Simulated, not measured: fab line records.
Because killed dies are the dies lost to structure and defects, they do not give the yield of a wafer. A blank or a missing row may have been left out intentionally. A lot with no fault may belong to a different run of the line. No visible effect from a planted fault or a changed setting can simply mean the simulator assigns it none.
Matching of chambers | flow n5 finfet | 3 sister chambers for N5_BEOL_M7_CURE_75 on uv cure-02
The step cures SiCOH lowk, time 120 s. 18 wafers are shown with their chamber, then 9 later ones without.

## WAFERS WITH THEIR CHAMBER
wafer  | chamber | wafer_temp_C_max | lamp power pct (%)
L074.4 | 1       | 371.7            | 52.18
L074.5 | 1       | 371.8            | 52.30
L074.6 | 1       | 371.5            | 52.41
L082.2 | 0       | 371.7            | 52.35
L082.3 | 0       | 372.2            | 52.36
L082.6 | 0       | 371.6            | 52.32
L083.3 | 0       | 371.7            | 52.32
L083.4 | 0       | 371.7            | 52.43
L083.5 | 0       | 371.8            | 52.40
L085.2 | 1       | 371.3            | 52.41
L085.4 | 1       | 371.4            | 52.32
L085.5 | 1       | 371.4            | 52.41
L088.1 | 0       | 372.5            | 52.23
L088.4 | 0       | 371.6            | 52.31
L088.5 | 0       | 371.5            | 52.32
L089.1 | 2       | 372.5            | 52.30
L089.3 | 2       | 373.5            | 52.26
L089.6 | 2       | 372.7            | 52.40

SIGNATURES (averages over the wafers above)
reading          | chamber 0 | chamber 1 | chamber 2 | scatter within a chamber
wafer_temp_C_max | 371.811   | 371.517   | 372.900   | 0.326
lamp power pct   | 52.3378   | 52.3383   | 52.3200   | 0.0726
Rule: for each reading, subtract the chamber's mean from the wafer's reading, divide by that reading's scatter and square the result; add these up over the readings and take the root, which gives the wafer's distance from the chamber. The wafer belongs to the nearest chamber; if the next one is less than 2 further off, it can't be placed. The scatter: the root of (the sum of the squares of (reading less its chamber's mean) over the shown wafers, divided by (wafers less chambers)).

## WAFERS WHOSE CHAMBER IS MISSING
wafer  | wafer_temp_C_max | lamp power pct (%)
L092.1 | 371.5            | 52.34
L092.2 | 371.3            | 52.34
L092.3 | 371.1            | 52.29
L095.1 | 371.7            | 52.31
L095.4 | 371.8            | 52.28
L095.5 | 371.3            | 52.30
L097.2 | 371.8            | 52.29
L097.3 | 371.3            | 52.33
L097.6 | 372.0            | 52.42

## WHICH CHAMBER EACH WENT THROUGH
wafer  | from the rows above          | in truth
L092.1 | can't be placed: 1 or 0      | 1
L092.2 | can't be placed: 1 or 0      | 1
L092.3 | can't be placed: 1 or 0      | 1
L095.1 | can't be placed: 0 or 1      | 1
L095.4 | can't be placed: 0 or 1      | 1
L095.5 | can't be placed: 1 or 0      | 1
L097.2 | can't be placed: 0 or 1      | 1
L097.3 | can't be placed: 1 or 0      | 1
L097.6 | can't be placed: 0 or 1 or 2 | 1
Correct placement for 0 of the 9. These rows do not allow placing 9 (true chamber among the candidates in 9). Placed wrongly: 0.
